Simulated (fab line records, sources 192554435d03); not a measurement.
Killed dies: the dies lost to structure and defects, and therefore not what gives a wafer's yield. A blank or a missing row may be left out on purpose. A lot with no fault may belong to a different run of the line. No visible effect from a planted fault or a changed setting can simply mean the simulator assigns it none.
fab line records	flow n5Finfet
[record] lots = 10	wafers = 28	lastDay = 17
route steps=1938 shown BEOL_M13@1672 PASSIVATION@1936
lots that met no fault: taken from a fault-free run of the same line
startH: hours from the record's first day to the start of the lot's first wafer shown	waitH: hours since the lot's step before	" identical to the entry in the row above	L1.1+2: a row that stands for several wafers	- no value, or no start given	* or withheld: withheld	< > ~ a bound
route shown NAME@n: NAME is a module with steps in the file, n the number in the route of the first one	usual: average and standard deviation across the fault-free wafers	same: alike in all rows	chamber/n: place in a boat	sites: readings site by site	_std_site: standard deviation across them	_edge_site: mean of outer sites minus mean of inner sites	radiusMm: how far each site lies from the wafer's centre	mask NAME#n: copy n	behind: tool/chamber where the wafer was last shaped	hold: what put the lot on hold/how long, in hours/how the hold closed	device: the n, p or np transistor that did not switch	end of line: tests of these same wafers at the route's end	a step with no rows: only its recipe	killed: not the wafer's yield, but the dies lost to structure and defects at the first sort	map: the dies of a wafer, with x for killed, . for not killed, _ for no die there
set.NAME: the run value of the setting; set.NAME@STEP: its run value at that earlier step	model.NAME: the simulator's own value behind a step, which no gauge read
the route's steps for a sample of lots (tables are steps, rows are wafers)
services: the hour from which a tool's chamber was out of use, counted from the record's first day as startH (under 0 if before that day), plus the number of hours and why
[[steps]]
[step N5_BEOL_M13_DESCUM_15]
[recipe] chemistry = O2	timeS = 7.9	sourcePowerW = 50	biasPowerW = 20	pressureMtorr = 20	rfFrequencyHz = 2.712e+07	tempC = 40	o2FlowSccm = 225
[usual] chamberPressureMTorr = 20.001/0.019	drypumpMotorCurrentA = 5.8/0.42	oesProductAu = 0.80/0.078	rfVppV = 243.3/1.1	showerheadPlenumPTorr = 2.10/0.056	throttleValvePct = 20.50/0.26
lot.wafer	tool	chamber	startH	waitH	chamberPressureMTorr	drypumpMotorCurrentA	oesProductAu	rfHoursCounterH	rfVppV	showerheadPlenumPTorr	throttleValvePct
L488.2	rieDiel-05	2	229.84	0.0	19.994	5.9	0.79	117	242.1	2.11	20.54
L488.3	"	0	"	"	19.968	4.9	0.78	142	244.3	2.08	20.74
L488.5	"	1	"	"	19.991	5.8	0.86	-	241.3	2.02	20.08
L489.3	rieDiel-05	1	230.37	0.4	19.983	5.8	0.85	54	242.0	2.02	20.08
L489.4	"	3	"	"	19.997	5.9	0.72	186	243.4	2.15	20.68
L489.6	"	0	"	"	20.015	5.0	0.78	-	243.1	2.08	20.75
L491.1	rieDiel-02	3	252.68	0.0	19.963	5.7	0.67	267	243.4	2.06	20.89
L491.3	"	0	"	"	19.992	6.1	0.67	280	244.0	2.14	20.79
L491.4	"	2	"	"	20.017	5.9	0.73	-	243.6	2.08	20.82
L494.1	rieDiel-02	2	277.95	0.2	20.021	5.9	0.71	176	243.2	2.08	20.83
L494.2	"	3	"	"	20.015	5.7	0.65	277	243.9	2.06	20.90
L494.4	"	2	"	"	20.002	5.9	0.72	-	243.2	2.08	20.84
L496.2	rieDiel-05	2	288.57	0.0	19.985	5.9	0.76	136	243.7	2.10	20.55
L496.4	"	0	"	"	20.027	5.0	0.77	160	245.1	2.07	20.77
L496.6	"	3	"	"	20.001	5.9	0.71	-	245.3	2.14	20.71
L497.3	rieDiel-04	2	301.47	0.0	20.008	5.3	0.87	40	242.1	2.12	20.01
L497.5	"	1	"	"	20.001	6.4	0.84	-	242.4	2.11	20.52
L497.6	"	2	"	"	19.997	5.3	0.88	-	244.3	2.12	20.03
L498.3	rieDiel-04	3	307.97	0.0	19.983	5.4	0.86	69	243.0	2.14	20.40
L498.4	"	2	"	"	19.983	5.2	0.89	42	244.4	2.12	20.03
L498.5	"	3	"	"	19.987	5.4	0.86	-	244.7	2.14	20.41
L503.4	rieDiel-04	1	330.70	0.0	19.996	6.5	0.82	87	242.8	2.10	20.53
L503.5	"	0	"	"	20.013	5.4	0.75	-	242.8	2.01	20.52
L505.1	rieDiel-04	1	338.35	0.0	20.009	6.4	0.82	89	243.7	2.10	20.53
L505.5	"	0	"	"	20.028	5.4	0.73	-	243.9	2.01	20.51
L508.2	rieDiel-02	0	366.58	0.0	20.012	6.1	0.88	25	243.7	2.13	20.34
L508.4	"	2	"	"	20.013	5.9	0.69	207	242.3	2.07	20.87
L508.5	"	2	"	"	19.968	6.0	0.68	-	243.5	2.07	20.88
[step N5_BEOL_M13_CD_MEAS_28]
[recipe] targetCdNm = 209.5	landingEnergyEv = 500	detector = seInlens
[usual] cdNm = 209.1/0.82
lot.wafer	tool	chamber	startH	waitH	cdNm
L488.2	cdSem-02	0	230.70	-	208.9
L488.3	"	0	"	"	208.9
L488.5	"	0	"	"	208.4
L489.3	cdSem-01	0	231.23	-	209.1
L489.4	"	0	"	"	209.1
L489.6	"	0	"	"	209.4
L491.1	cdSem-03	0	253.82	-	209.4
L491.3	"	0	"	"	208.9
L491.4	"	0	"	"	209.1
L494.1	cdSem-03	0	278.82	-	211.7
L494.2	"	0	"	"	209.3
L494.4	"	0	"	"	209.2
L496.2	cdSem-03	0	289.55	-	209.6
L496.4	"	0	"	"	210.3
L496.6	"	0	"	"	209.0
L497.3	cdSem-03	0	302.33	-	210.2
L497.5	"	0	"	"	208.7
L497.6	"	0	"	"	208.6
L498.3	cdSem-02	0	308.83	-	209.3
L498.4	"	0	"	"	209.4
L498.5	"	0	"	"	210.2
L503.4	cdSem-01	0	331.68	-	209.6
L503.5	"	0	"	"	209.6
L505.1	cdSem-03	0	339.33	-	209.1
L505.5	"	0	"	"	208.6
L508.2	cdSem-02	0	367.61	-	210.2
L508.4	"	0	"	"	208.1
L508.5	"	0	"	"	208.6
[step N5_BEOL_M13_DESCUM_33]
[recipe] chemistry = O2	timeS = 7.9	sourcePowerW = 50	biasPowerW = 20	pressureMtorr = 20	rfFrequencyHz = 2.712e+07	tempC = 40	o2FlowSccm = 225
[usual] chamberPressureMTorr = 19.998/0.018	drypumpMotorCurrentA = 5.7/0.41	oesProductAu = 0.81/0.085	rfVppV = 243.3/1.2	showerheadPlenumPTorr = 2.10/0.057	throttleValvePct = 20.48/0.26
lot.wafer	tool	chamber	startH	waitH	chamberPressureMTorr	drypumpMotorCurrentA	oesProductAu	rfHoursCounterH	rfVppV	showerheadPlenumPTorr	throttleValvePct
L488.2	rieDiel-04	2	231.23	0.5	20.000	5.3	0.91	18	244.8	2.13	19.98
L488.3	"	1	"	"	20.010	6.4	0.86	59	243.3	2.11	20.50
L488.5	"	3	"	"	20.006	5.4	0.88	-	244.3	2.15	20.34
L489.3	rieDiel-02	0	231.33	0.0	20.004	6.1	0.67	275	243.0	2.14	20.77
L489.4	"	0	"	"	20.010	6.1	0.67	-	243.8	2.14	20.78
L489.6	"	3	"	"	19.996	5.7	0.67	-	243.0	2.06	20.87
L491.1	rieDiel-04	3	253.91	0.0	19.985	5.4	0.87	53	244.4	2.14	20.38
L491.3	"	1	"	"	20.013	6.4	0.86	65	243.7	2.11	20.51
L491.4	"	2	"	"	20.016	5.2	0.91	26	244.2	2.13	20.01
L494.1	rieDiel-02	2	278.93	0.1	20.025	5.9	0.72	177	243.2	2.08	20.84
L494.2	"	1	"	"	20.005	6.3	0.98	2	246.8	2.24	20.33
L494.4	"	2	"	"	20.026	5.9	0.72	-	243.2	2.08	20.82
L496.2	rieDiel-04	3	289.64	0.0	20.011	5.4	0.86	62	242.9	2.14	20.39
L496.4	"	0	"	"	19.983	5.4	0.75	160	241.9	2.01	20.48
L496.6	"	3	"	"	19.991	5.4	0.86	-	242.9	2.14	20.41
L497.3	rieDiel-04	2	302.45	0.1	20.014	5.3	0.88	40	244.2	2.12	20.02
L497.5	"	3	"	"	19.976	5.4	0.86	-	243.2	2.14	20.39
L497.6	"	2	"	"	19.983	5.3	0.88	-	245.0	2.12	20.01
L498.3	rieDiel-04	2	308.92	0.0	19.998	5.2	0.88	42	242.1	2.12	20.02
L498.4	"	3	"	"	19.960	5.4	0.85	69	242.7	2.14	20.40
L498.5	"	2	"	"	19.978	5.3	0.88	-	243.8	2.12	20.06
L503.4	rieDiel-04	0	332.00	0.3	20.044	5.4	0.73	174	242.0	2.01	20.50
L503.5	"	3	"	"	19.986	5.4	0.84	-	244.7	2.13	20.42
L505.1	rieDiel-04	1	339.42	0.0	19.995	6.5	0.83	90	243.9	2.10	20.54
L505.5	"	2	"	"	20.005	5.3	0.87	-	243.5	2.12	20.04
L508.2	rieDiel-05	0	367.70	0.0	20.031	5.0	0.74	184	243.0	2.06	20.82
L508.4	"	3	"	"	19.982	5.8	0.70	228	244.7	2.13	20.76
L508.5	"	1	"	"	20.009	5.8	0.80	-	242.7	2.00	20.16
[step N5_BEOL_M13_ETCH_67]
[recipe] chemistry = CF4	target = SiARC	targetDepthA = 1430	timeS = 238.3	ionEnergyEv = 80	pressureMtorr = 40	sourceW = 545	biasW = 36	Ar_flow_sccm = 100	cf4FlowSccm = 100	ends = cleared
[usual] chamberPressureMTorr = 40.00/0.038	drypumpMotorCurrentA = 5.7/0.41	etchRfOnTimeS = 235/5.4	oesProductAu = 0.69/0.07	rfVppV = 184.1/1.1	showerheadPlenumPTorr = 2.15/0.053	throttleValvePct = 15.65/0.27
lot.wafer	tool	chamber	startH	waitH	chamberPressureMTorr	drypumpMotorCurrentA	etchRfOnTimeS	oesProductAu	rfHoursCounterH	rfVppV	showerheadPlenumPTorr	throttleValvePct
L488.2	rieDiel-04	2	231.27	0.0	40.04	5.2	231	0.79	18	185.2	2.19	15.28
L488.3	"	1	"	"	40.00	6.4	233	0.72	59	183.5	2.17	15.63
L488.5	"	3	"	"	39.98	5.4	234	0.74	-	183.2	2.17	15.35
L489.3	rieDiel-02	0	231.37	0.0	39.98	6.1	238	0.56	275	185.2	2.19	16.04
L489.4	"	0	"	"	39.94	6.1	237	0.57	-	186.0	2.19	16.05
L489.6	"	3	"	"	40.02	5.7	238	0.57	-	183.7	2.10	16.01
L491.1	rieDiel-04	3	253.95	0.0	40.08	5.4	234	0.74	53	183.7	2.17	15.38
L491.3	"	1	"	"	40.02	6.5	234	0.72	65	185.4	2.16	15.68
L491.4	"	2	"	"	40.03	5.3	232	0.77	26	184.2	2.19	15.28
L494.1	rieDiel-02	2	278.96	0.0	40.04	5.9	239	0.62	177	184.5	2.15	16.06
L494.2	"	1	"	"	39.97	6.3	240	0.82	3	185.6	2.26	15.34
L494.4	"	2	"	"	39.97	6.0	237	0.61	-	185.3	2.14	16.05
L496.2	rieDiel-04	3	289.67	0.0	40.03	5.4	236	0.73	62	184.4	2.17	15.38
L496.4	"	0	"	"	39.95	5.4	228	0.66	160	184.6	2.05	15.61
L496.6	"	3	"	"	40.02	5.4	236	0.73	-	184.9	2.17	15.38
L497.3	rieDiel-04	2	302.48	0.0	40.01	5.2	230	0.76	40	184.4	2.18	15.31
L497.5	"	3	"	"	39.98	5.4	234	0.72	-	182.9	2.17	15.40
L497.6	"	2	"	"	39.99	5.2	228	0.76	-	184.2	2.18	15.32
L498.3	rieDiel-04	2	308.95	0.0	40.03	5.3	229	0.75	42	184.7	2.18	15.31
L498.4	"	3	"	"	40.02	5.4	361	0.65	69	186.2	2.17	15.41
L498.5	"	2	"	"	40.01	5.2	229	0.75	-	184.5	2.18	15.31
L503.4	rieDiel-04	0	332.04	0.0	39.94	5.4	352	0.59	174	184.8	2.05	15.63
L503.5	"	3	"	"	39.97	5.4	234	0.71	-	183.7	2.16	15.42
L505.1	rieDiel-04	1	339.45	0.0	39.97	6.4	356	0.64	90	183.7	2.16	15.71
L505.5	"	2	"	"	40.01	5.3	228	0.74	-	184.8	2.18	15.34
L508.2	rieDiel-05	0	367.73	0.0	39.95	5.0	238	0.64	184	183.7	2.13	16.05
L508.4	"	3	"	"	39.98	5.8	242	0.60	228	185.0	2.21	16.11
L508.5	"	1	"	"	40.03	5.9	237	0.68	-	182.5	2.09	15.51
[step N5_PASSIVATION_PROBE_49]
[usual] defectLimitedYield = 91.2/1.4	killed_at_M0_to_M3 = 32/10	killed_at_M4_up = 14/6.2	killedAtContacts = 12/6.3	killedAtFrontEnd = 42/13	killedAtOther = 4/3.4	killedDies = 104/17	killedOpen = 67/12	killedShort = 34/8.1	sort_bin_4_leakage = 0.02/0.13	sort_bin_5_function = 5.2/0.93	sort_bin_6_memory = 3.2/0.65	sort_bin_8_speed = 0.00/0.017	sortNPass = 1075/16	sortYieldPct = 91.1/1.4
[same] grossDies = 1180	killedAtBackSide = 0
lot.wafer	tool	chamber	startH	waitH	defectLimitedYield[%]	killed_at_M0_to_M3	killed_at_M4_up	killedAtContacts	killedAtFrontEnd	killedAtOther	killedDies	killedOpen	killedShort	sort_bin_4_leakage[%]	sort_bin_5_function[%]	sort_bin_6_memory[%]	sort_bin_8_speed[%]	sortNPass	sortYieldPct[%]
L494.1	prober-02	-	313.08	0.0	91.4	29	11	13	47	1	101	69	27	0	4.8	3.1	0	1079	91.4
L494.2	prober-02	-	313.13	0.1	91.1	30	7	4	61	3	105	71	29	0	5.6	2.8	0	1075	91.1
L494.4	prober-02	-	313.23	0.2	89.4	44	12	9	57	3	125	82	35	0	5.8	3.8	0	1055	89.4
L498.3	prober-01	-	337.82	0.1	91.1	29	22	25	25	4	105	80	21	0	5.9	2.9	0	1075	91.1
L503.4	prober-02	-	360.65	0.2	90.6	38	10	16	47	0	111	68	42	0	5.3	3.5	0	1069	90.6
L503.5	prober-02	-	360.70	0.2	88.8	39	10	20	58	5	132	85	47	0	6.0	4.5	0	1048	88.8
L505.1	prober-01	-	367.54	0.0	92.5	22	27	12	24	4	89	61	28	0	4.7	2.6	0	1091	92.5
L505.5	prober-01	-	367.74	0.2	91.3	32	11	8	48	4	103	69	34	0	4.8	3.4	0	1077	91.3
// killed by level:class
L494.1 FIN_SAQP:geometricParticle:open=13 BEOL_M2:geometricParticle:open=10 BEOL_M1:geometricParticle:open=9 MOL_CONTACT_COAG:geometricParticle:open=9 FIN_SAQP:geometricParticle:short=6 GATE_CUT:geometricParticle:short=6 STARTING-WAFER:geometricParticle:open=5 HKMG_FIN:areaEtch=5
L494.2 STI_FIN_REVEAL:geometricParticle:open=12 FIN_SAQP:geometricParticle:open=11 GATE_CUT:geometricParticle:short=9 BEOL_M1:geometricParticle:open=6 STARTING-WAFER:geometricParticle:open=6 BEOL_M3:geometricParticle:open=5 BEOL_M0_SAQP:geometricParticle:open=5 BEOL_M0_SAQP:geometricParticle:short=5
L494.4 BEOL_M3:geometricParticle:open=16 FIN_SAQP:geometricParticle:open=11 STI_FIN_REVEAL:geometricParticle:open=10 BEOL_M0_SAQP:geometricParticle:open=7 HKMG_FIN:areaEtch=7 DUMMY_GATE:geometricParticle:open=6 GATE_CUT:geometricParticle:short=6 MOL_CONTACT_COAG:geometricParticle:open=6
L498.3 MOL_CONTACT_COAG:geometricParticle:open=23 BEOL_M4:geometricParticle:open=9 DUMMY_GATE:geometricParticle:open=7 BEOL_M1:geometricParticle:open=7 BEOL_M0_SAQP:geometricParticle:short=5 BEOL_M3:geometricParticle:open=5 SDB:geometricParticle:open=4 BEOL_M0_SAQP:geometricParticle:open=4
L503.4 FIN_SAQP:geometricParticle:short=13 MOL_CONTACT_COAG:geometricParticle:open=10 FIN_SAQP:geometricParticle:open=9 STI_FIN_REVEAL:geometricParticle:open=8 BEOL_M3:geometricParticle:open=7 BEOL_M1:geometricParticle:open=6 MOL_CONTACT_COAG:geometricParticle:short=6 BEOL_M0_SAQP:geometricParticle:short=6
L503.5 MOL_CONTACT_COAG:geometricParticle:open=17 DUMMY_GATE:geometricParticle:open=12 FIN_SAQP:geometricParticle:open=11 BEOL_M0_SAQP:geometricParticle:short=11 STI_FIN_REVEAL:geometricParticle:open=10 FIN_SAQP:geometricParticle:short=8 BEOL_M2:geometricParticle:open=7 BEOL_M0_SAQP:geometricParticle:open=5
L505.1 MOL_CONTACT_COAG:geometricParticle:open=7 BEOL_M4:geometricParticle:open=7 BEOL_M6:geometricParticle:open=6 MOL_CONTACT_COAG:geometricParticle:short=5 BEOL_M0_SAQP:geometricParticle:open=5 BEOL_M0_SAQP:geometricParticle:short=5 BEOL_M2:geometricParticle:open=5 BEOL_M5:geometricParticle:open=5
L505.5 FIN_SAQP:geometricParticle:open=13 STI_FIN_REVEAL:geometricParticle:open=9 BEOL_M3:geometricParticle:open=8 MOL_CONTACT_COAG:geometricParticle:open=7 BEOL_M0_SAQP:geometricParticle:short=5 BEOL_M0_SAQP:geometricParticle:open=5 FIN_SAQP:geometricParticle:short=4 GATE_CUT:geometricParticle:short=4
[[services]]
tool	chamber	startH	hours	kind
rieDiel-05	2	233.75	3.4	repair
rieDiel-02	1	255.03	-	clean
rieDiel-02	1	255.03	-	consumableReplace:focusRing
rieDiel-02	1	255.03	-	consumableReplace:showerhead
rieDiel-02	1	255.03	15.8	scheduledDown
rieDiel-02	1	255.03	15.8	ventCycle
rieDiel-02	-	256.05	0.7	repair
rieDiel-02	0	260.26	18.6	repair
rieDiel-02	0	278.93	-	clean
rieDiel-02	0	278.93	-	consumableReplace:focusRing
rieDiel-02	0	278.93	18.1	scheduledDown
rieDiel-02	0	278.93	18.1	ventCycle
rieDiel-02	3	297.04	-	clean
rieDiel-02	3	297.04	-	consumableReplace:focusRing
rieDiel-02	3	297.04	21.5	scheduledDown
rieDiel-02	3	297.04	21.5	ventCycle
rieDiel-04	1	309.85	1.3	repair
[[key]]
[firstSign] step = N5_BEOL_M13_ETCH_67	reading = etchRfOnTimeS	direction = up	sigmas = 22	usual = *	struck = *
effect none on later readings
metAt N5_BEOL_M13_ETCH_67
struckLots L498,L503,L505
struckWafers L498.4,L503.4,L505.1
notActingAt N5_BEOL_M13_DESCUM_15,N5_BEOL_M13_CD_MEAS_28,N5_BEOL_M13_DESCUM_33
onsetBetween 302.48 308.95
[fault] kind = processParameterDrift	tool = rieDiel-04	chamber = -	onsetH = 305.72	steps = N5_BEOL_M13_ETCH_67	channel = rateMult	offset = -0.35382	shape = step	endH = 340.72	scope = struckWafersOnly
